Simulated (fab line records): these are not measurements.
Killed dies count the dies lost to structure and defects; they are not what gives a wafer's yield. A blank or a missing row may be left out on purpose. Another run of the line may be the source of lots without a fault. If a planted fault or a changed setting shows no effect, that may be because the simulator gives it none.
Matching of chambers    flow nand_harc    ald_hk-01 running NHARC_A_CHANNEL_FILL_D1_ALD_14: 4 sister chambers
The step deposits SiO2, target thk 2.5 nm, pulse time 10 s, ald cycles 25. 8 wafers are shown with their chamber, then 8 later ones without.

## EACH WAFER AND ITS CHAMBER
wafer   chamber  heater_power_w (W)  precursor_pulse_height_rel
L076.2  1        486                 1.011
L078.1  3        423                 0.958
L078.2  1        473                 1.004
L078.3  2        523                 1.006
L078.4  0        496                 1.001
L078.5  3        440                 0.989
L078.6  2        549                 1.005
L079.1  0        495                 0.956

## WAFERS MISSING THEIR CHAMBER
wafer   heater_power_w (W)  precursor_pulse_height_rel
L079.4  441                 0.992
L079.6  543                 0.986
L094.2  485                 0.980
L094.4  492                 0.994
L094.6  426                 0.983
L096.1  480                 1.020
L096.5  550                 1.009
L096.6  438                 0.986

## THE CHAMBER EACH PASSED THROUGH
wafer   from the rows above      in truth
L079.4  3                        3
L079.6  2                        2
L094.2  can't be placed: 0 or 1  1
L094.4  can't be placed: 0 or 1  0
L094.6  3                        3
L096.1  can't be placed: 1 or 0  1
L096.5  2                        2
L096.6  3                        3
Correct placement for 5 of the 8. Can't be placed from these rows: 3 (the true chamber is among the candidates in 3). Placed wrongly: 0.
How it was worked out, from the rows above alone: a wafer's distance from a chamber is the root of the sum, over the readings, of the square of ((its reading less the chamber's mean) divided by the reading's scatter). If the next closest chamber is less than 2 further off than the closest, the wafer can't be placed; otherwise it belongs to the closest. Each chamber's mean is taken over the wafers shown for it. The scatter: the root of (the sum of the squares of (reading less its chamber's mean) over the shown wafers, divided by (wafers less chambers)).
